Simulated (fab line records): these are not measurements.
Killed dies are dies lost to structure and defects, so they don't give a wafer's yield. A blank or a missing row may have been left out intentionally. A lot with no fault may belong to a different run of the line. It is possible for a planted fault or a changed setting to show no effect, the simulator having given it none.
fab line records ; flow nand-harc
record: lots: 6; wafers: 17; last-day: 32
route steps=1302 shown A_WL_FILL@982 A_CONTACT@983 END@1302
lots that met no fault: from a run of the same line without faults
start-h: start of the lot's first displayed wafer, in hours after the record's first day ; wait-h: hours elapsed since this lot's preceding step ; " unchanged from the row above ; L1.1+2: one row covering several wafers at once ; - either no value or no given start ; * or withheld: withheld ; < > ~ a bound
route shown NAME@n: NAME is a module with steps in the file, n the number in the route of the first one ; usual: the fault-free wafers' mean and standard deviation ; same: alike in all rows ; chamber/n: place in a boat ; sites: the reading at each site ; _std_site: their standard deviation ; _edge_site: the outer-site mean with the inner-site mean subtracted ; radius-mm: how far each site lies from the wafer's centre ; mask NAME#n: copy n ; behind: tool/chamber where the wafer was last shaped ; hold: why the lot was held/for how many hours/how that ended ; device: which transistor (n, p or np) failed to switch ; end of line: tests run on the same wafers once the route is complete ; where a step has no rows: the recipe by itself ; killed: not the wafer's yield, but the dies lost to structure and defects at the first sort ; map: a wafer's dies, x killed, . not, _ none there
set.NAME: the setting the step ran with; set.NAME@STEP: the setting that earlier step ran with ; model.NAME: the simulator's own value behind a step, which no gauge read
lots at selected steps of the route; one table per step, one row per wafer
services: when a tool's chamber went out of use (start-h, in hours from the record's first day, below 0 if earlier), for how many hours, and the reason
== steps ==
step: NHARC_A_WL_FILL_INSPECT_15
usual: raw-defect-count: 479/130
lot.wafer;tool;chamber;start-h;wait-h;raw-defect-count
L477.1;defect-inspect-02;-;487.24;0.0;464
L477.3;defect-inspect-02;-;487.24;0.0;525
L477.6;defect-inspect-02;-;487.24;0.0;515
L481.2;defect-inspect-02;-;521.55;0.0;493
L481.4;defect-inspect-02;-;521.55;0.0;387
L481.6;defect-inspect-02;-;521.55;0.0;397
L485.3;defect-inspect-01;-;561.00;0.0;532
L485.5;defect-inspect-01;-;561.00;0.0;403
L485.6;defect-inspect-01;-;561.00;0.0;499
L486.2;defect-inspect-01;-;567.31;0.0;332
L486.4;defect-inspect-01;-;567.31;0.0;575
L486.5;defect-inspect-01;-;567.31;0.0;412
L497.2;defect-inspect-02;-;677.29;0.0;480
L497.5;defect-inspect-02;-;677.29;0.0;567
L498.4;defect-inspect-01;-;686.03;0.0;814
L498.5;defect-inspect-01;-;686.03;0.0;826
L498.6;defect-inspect-01;-;686.03;0.0;615
step: NHARC_A_CONTACT_DEP_24
recipe: target-thk-a: 5000; temp-c: 400; pressure-torr: 6.5; rf-w: 900; teos-flow-sccm: 161.4; flow-sccm: 2650; target-thk-nm: 500; gas: O2; material: SiO2
usual: flow-sccm: 2649/8.7; heater-power-w: 539/71; rf-fwd-power-W: 898.5/2.7; throttle-valve-pct: 15.7/0.34
lot.wafer;tool;chamber;start-h;wait-h;flow-sccm;heater-power-w;rf-fwd-power-W;since-wet-clean-h;throttle-valve-pct
L477.3;pecvd-01;2;487.37;0.1;2645;560;897.7;6;15.7
L477.1;pecvd-01;0;487.37;0.1;2675;513;903.2;6;15.7
L477.6;pecvd-01;2;487.37;0.1;2649;583;900.5;-;15.5
L481.2;pecvd-04;2;521.61;0.1;2659;545;901.8;82;15.9
L481.6;pecvd-04;2;521.61;0.1;2650;547;900.5;-;16.0
L481.4;pecvd-04;1;521.61;0.1;2655;378;902.0;-;16.6
L485.3;pecvd-01;0;561.07;0.1;2665;504;900.9;80;16.0
L485.6;pecvd-01;0;561.07;0.1;2655;550;899.3;-;16.0
L485.5;pecvd-01;1;561.07;0.1;2664;568;897.6;-;15.8
L486.2;pecvd-01;0;567.50;0.2;2640;621;902.6;86;15.8
L486.5;pecvd-01;1;567.50;0.2;2640;605;894.1;-;15.8
L486.4;pecvd-01;2;567.50;0.2;2660;597;898.4;-;15.6
L497.2;pecvd-03;2;677.48;0.2;2653;607;899.4;137;15.7
L497.5;pecvd-03;0;677.48;0.2;2646;616;898.9;-;15.3
L498.4;pecvd-04;2;686.28;0.2;2647;476;897.4;-;15.9
L498.6;pecvd-04;0;686.28;0.2;2651;623;898.7;-;15.9
L498.5;pecvd-04;1;686.28;0.2;2649;320;896.6;-;16.2
step: NHARC_A_CONTACT_DEP_28
recipe: target-thk-a: 70000; temp-c: 400; material: aC
usual: throttle-valve-pct: 34.999/0.0092
lot.wafer;tool;chamber;start-h;wait-h;throttle-valve-pct
L477.1;acl-dep-02;0;488.35;0.5;35.015
L477.3;acl-dep-02;0;489.77;1.9;35.004
L477.6;acl-dep-02;0;491.90;4.0;35.009
L481.2;acl-dep-01;0;522.92;0.8;34.992
L481.4;acl-dep-01;0;524.33;2.2;34.989
L481.6;acl-dep-01;0;525.74;3.6;34.998
L485.3;acl-dep-03;0;565.52;3.9;35.013
L485.5;acl-dep-03;0;566.94;5.3;34.994
L485.6;acl-dep-03;0;566.94;5.3;34.993
L486.2;acl-dep-02;0;571.73;3.8;35.004
L486.4;acl-dep-02;0;573.14;5.2;34.996
L486.5;acl-dep-02;0;573.14;5.2;35.020
L497.2;acl-dep-02;0;678.67;0.8;35.007
L497.5;acl-dep-02;0;680.78;2.9;34.998
L498.4;acl-dep-02;0;691.89;5.2;35.005
L498.5;acl-dep-02;0;691.89;5.2;35.011
L498.6;acl-dep-02;0;691.89;5.2;34.988
step: NHARC_A_CONTACT_DEP_29
recipe: target-thk-a: 1000; target-thk-nm: 100; temp-c: 400; pressure-torr: 3.5; flow-sccm: 200; rf-w: 350; material: SiON
usual: heater-power-w: 743/66; rf-fwd-power-W: 348.3/1.1
lot.wafer;tool;chamber;start-h;wait-h;heater-power-w;rf-fwd-power-W;since-wet-clean-h
L477.3;pecvd-04;2;492.63;2.1;686;348.5;53
L477.1;pecvd-04;1;492.63;2.1;616;346.4;53
L477.6;pecvd-04;0;492.63;2.1;822;348.2;-
L481.2;pecvd-01;0;526.50;2.9;798;350.8;45
L481.4;pecvd-01;2;526.50;2.9;674;347.9;-
L481.6;pecvd-01;1;526.50;2.9;742;351.2;-
L485.3;pecvd-01;0;568.42;2.2;792;348.7;87
L485.6;pecvd-01;2;568.42;2.2;788;346.5;-
L485.5;pecvd-01;0;568.42;2.2;797;348.9;-
L486.2;pecvd-03;2;575.33;2.9;705;345.9;35
L486.5;pecvd-03;1;575.33;2.9;730;349.5;-
L486.4;pecvd-03;2;575.33;2.9;742;346.7;-
L497.2;pecvd-01;1;682.27;2.9;780;348.8;20
L497.5;pecvd-01;0;682.27;2.9;846;348.5;-
L498.5;pecvd-01;1;694.12;0.8;787;349.4;-
L498.4;pecvd-01;2;694.12;0.8;702;348.1;-
L498.6;pecvd-01;0;694.12;0.8;823;348.9;-
step: NHARC_A_CONTACT_DEHYDRATE_32
recipe: temp-c: 150; time-s: 120
step: NHARC_A_CONTACT_HMDS_33
recipe: time-s: 30
step: NHARC_A_CONTACT_COAT_34
recipe: temp-c: 260; time-s: 75
step: NHARC_A_CONTACT_COAT_35
recipe: temp-c: 225; time-s: 65
step: NHARC_A_CONTACT_COAT_36
recipe: spin-rpm: 1500; resist-thk-nm: 90
step: NHARC_A_CONTACT_SOFTBAKE_37
recipe: temp-c: 105; time-s: 55
usual: chill-plate-temp-C: 22.98/0.13; heater-power-total-W: 188.45/0.14; resist-line-temp-C: 22.99/0.096
lot.wafer;tool;chamber;start-h;wait-h;chill-plate-temp-C;heater-power-total-W;resist-line-temp-C
L477.1;litho-track-04;0;492;-;23.05;188.50;22.84
L477.3;litho-track-04;0;492;-;23.01;188.46;22.97
L477.6;litho-track-04;0;492;-;23.01;188.35;23.06
L481.2;litho-track-01;0;526;-;23.11;188.44;23.00
L481.4;litho-track-01;0;526;-;23.00;188.55;23.06
L481.6;litho-track-01;0;526;-;23.07;188.40;23.05
L485.3;litho-track-01;0;568;-;23.05;188.49;22.87
L485.5;litho-track-01;0;568;-;23.06;188.34;22.84
L485.6;litho-track-01;0;568;-;22.93;188.39;22.92
L486.2;litho-track-06;0;575;-;23.25;188.71;23.07
L486.4;litho-track-06;0;575;-;23.05;188.37;23.12
L486.5;litho-track-06;0;575;-;23.12;188.77;23.06
L497.2;litho-track-04;0;682;-;22.94;194.40;23.05
L497.5;litho-track-04;0;682;-;22.89;194.69;23.08
L498.4;litho-track-04;0;694;-;22.87;188.36;23.11
L498.5;litho-track-04;0;694;-;22.85;194.38;23.00
L498.6;litho-track-04;0;694;-;22.99;188.39;23.04
step: NHARC_A_CONTACT_EBR_38
step: NHARC_END_SORT_01
recipe: temp-c: 25
usual: killed-at-array: 62/18; killed-at-other: 0.9/1.2; killed-at-periphery: 4.2/2.9; killed-dies: 67/17; killed-open: 3.6/1.9; killed-short: 2.5/1.6
same: gross-dies: 677
lot.wafer;tool;chamber;start-h;wait-h;killed-at-array;killed-at-other;killed-at-periphery;killed-dies;killed-open;killed-short
L477.1;prober-02;0;601.53;2.5;66;6;6;78;5;2
L477.3;prober-02;0;603.13;3.1;51;1;6;58;1;4
L477.6;prober-02;0;605.52;4.0;66;1;3;70;7;2
L481.2;prober-01;0;610.41;2.8;72;1;2;75;3;3
L481.4;prober-01;0;612.01;3.4;75;0;1;76;5;1
L481.6;prober-01;0;613.61;4.0;78;0;2;80;4;2
L498.4;prober-02;0;765.81;3.4;63;1;2;66;4;7
L498.5;prober-02;0;766.61;3.7;70;2;2;74;3;5
L498.6;prober-02;0;767.40;4.0;58;0;1;59;2;4
killed by level:class
L477.1 A_SLIT:chamber-film-flake=29 A_CHANNEL_HOLE_D2:chamber-film-flake=27 P_GATE:chamber-film-flake=5 THIN_TSV:chamber-film-flake=4 A_STAIRCASE:chamber-film-flake=3 P_CONTACT:geometric-particle:open=1 A_ONON_D1:geometric-particle:short=1 A_ONON_D1:geometric-particle:open=1
L477.3 A_CHANNEL_HOLE_D2:chamber-film-flake=21 A_SLIT:chamber-film-flake=19 P_GATE:chamber-film-flake=5 A_WL_FILL:geometric-particle:short=2 A_CHANNEL_HOLE_D1:chamber-film-flake=2 A_STAIRCASE:chamber-film-flake=2 A_CONTACT:chamber-film-flake=2 P_M0:geometric-particle:short=1
L477.6 A_SLIT:chamber-film-flake=28 A_CHANNEL_HOLE_D2:chamber-film-flake=19 A_CHANNEL_HOLE_D1:chamber-film-flake=4 A_M0:geometric-particle:open=3 A_WL_FILL:geometric-particle:short=2 P_GATE:chamber-film-flake=2 A_DECK1_JOINT:chamber-film-flake=2 A_CONTACT:chamber-film-flake=2
L481.2 A_CHANNEL_HOLE_D1:chamber-film-flake=39 A_SLIT:chamber-film-flake=20 A_CHANNEL_HOLE_D2:chamber-film-flake=5 A_WL_FILL:chamber-film-flake=2 P_CONTACT:geometric-particle:open=1 P_M0:geometric-particle:short=1 A_ONON_D2:geometric-particle:short=1 A_CHANNEL_FILL_D2:geometric-particle:open=1
L481.4 A_SLIT:chamber-film-flake=31 A_CHANNEL_HOLE_D1:chamber-film-flake=24 A_CHANNEL_HOLE_D2:chamber-film-flake=12 A_ONON_D2:geometric-particle:open=3 P_M1:geometric-particle:open=1 A_CHANNEL_FILL_D1:geometric-particle:short=1 A_BLC:geometric-particle:open=1 A_CHANNEL_FILL_D1:chamber-film-flake=1
L481.6 A_CHANNEL_HOLE_D1:chamber-film-flake=34 A_SLIT:chamber-film-flake=29 A_CHANNEL_HOLE_D2:chamber-film-flake=7 A_CONTACT:chamber-film-flake=3 P_CONTACT:geometric-particle:open=1 A_ONON_D1:geometric-particle:open=1 A_ONON_D1:geometric-particle:short=1 A_CHANNEL_HOLE_D1:geometric-particle:short=1
L498.4 A_CHANNEL_HOLE_D2:chamber-film-flake=29 A_SLIT:chamber-film-flake=22 A_CONTACT:chamber-film-flake=3 P_CONTACT:geometric-particle:short=2 A_DECK1_JOINT:geometric-particle:short=2 A_ONON_D2:geometric-particle:short=2 A_ONON_D1:geometric-particle:short=1 A_ONON_D1:geometric-particle:open=1
L498.5 A_CHANNEL_HOLE_D2:chamber-film-flake=32 A_SLIT:chamber-film-flake=23 A_CONTACT:chamber-film-flake=7 A_WL_FILL:geometric-particle:short=2 THIN_TSV:chamber-film-flake=2 P_CONTACT:geometric-particle:open=1 A_ONON_D1:geometric-particle:open=1 A_CHANNEL_HOLE_D1:geometric-particle:short=1
L498.6 A_CHANNEL_HOLE_D2:chamber-film-flake=28 A_SLIT:chamber-film-flake=19 A_CONTACT:chamber-film-flake=3 A_ONON_D2:geometric-particle:short=2 A_ONON_D1:geometric-particle:short=1 A_CHANNEL_HOLE_D1:geometric-particle:open=1 A_CHANNEL_FILL_D2:geometric-particle:short=1 A_WL_FILL:geometric-particle:open=1
== services ==
tool;chamber;start-h;hours;kind
pecvd-01;-;468.26;13.0;pm
pecvd-01;0;468.26;13.0;vent-cycle
pecvd-01;1;468.26;13.0;vent-cycle
pecvd-01;2;468.26;13.0;vent-cycle
litho-track-01;-;481.00;7.0;pm
pecvd-01;0;481.26;-;clean
pecvd-01;1;481.26;-;clean
pecvd-01;2;481.26;-;clean
litho-track-06;-;505.00;7.0;pm
pecvd-01;1;513.91;4.2;repair
pecvd-03;-;527.85;13.0;pm
litho-track-04;-;529.00;7.0;pm
acl-dep-01;-;532.11;13.0;pm
pecvd-01;1;539.24;6.0;repair
acl-dep-02;-;581.65;13.0;pm
pecvd-03;-;602.45;2.7;repair
pecvd-04;-;607.49;13.0;pm
pecvd-03;-;629.73;1.5;repair
acl-dep-03;-;644.76;13.0;pm
pecvd-01;-;649.26;13.0;pm
pecvd-01;0;649.26;14.4;vent-cycle
pecvd-01;1;649.26;14.4;vent-cycle
litho-track-01;-;656.00;7.0;pm
litho-track-06;-;680.00;7.0;pm
== key ==
first-sign: step: NHARC_A_CONTACT_SOFTBAKE_37; reading: heater-power-total-W; direction: up; sigmas: 43; usual: *; struck: *
effect none on later readings
met-at NHARC_A_CONTACT_SOFTBAKE_37
struck-wafers L497.2,L497.5,L498.5
tester-left-out L497,L498
onset-between 492 682
fault: kind: process-parameter-drift; tool: litho-track-04; chamber: -; onset-h: 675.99; steps: NHARC_A_CONTACT_SOFTBAKE_37; channel: time-s; offset: *; shape: step; end-h: 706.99; scope: struck-wafers-only; acts-in: *; stated: *
tester-left-out: of these lots the tester's yield and bins aren't shown, on N5 and GAA mostly nor the transistor test; their killed dies are dies lost to structure and defects alone, not to doping, threshold or leakage, so they don't give the yield
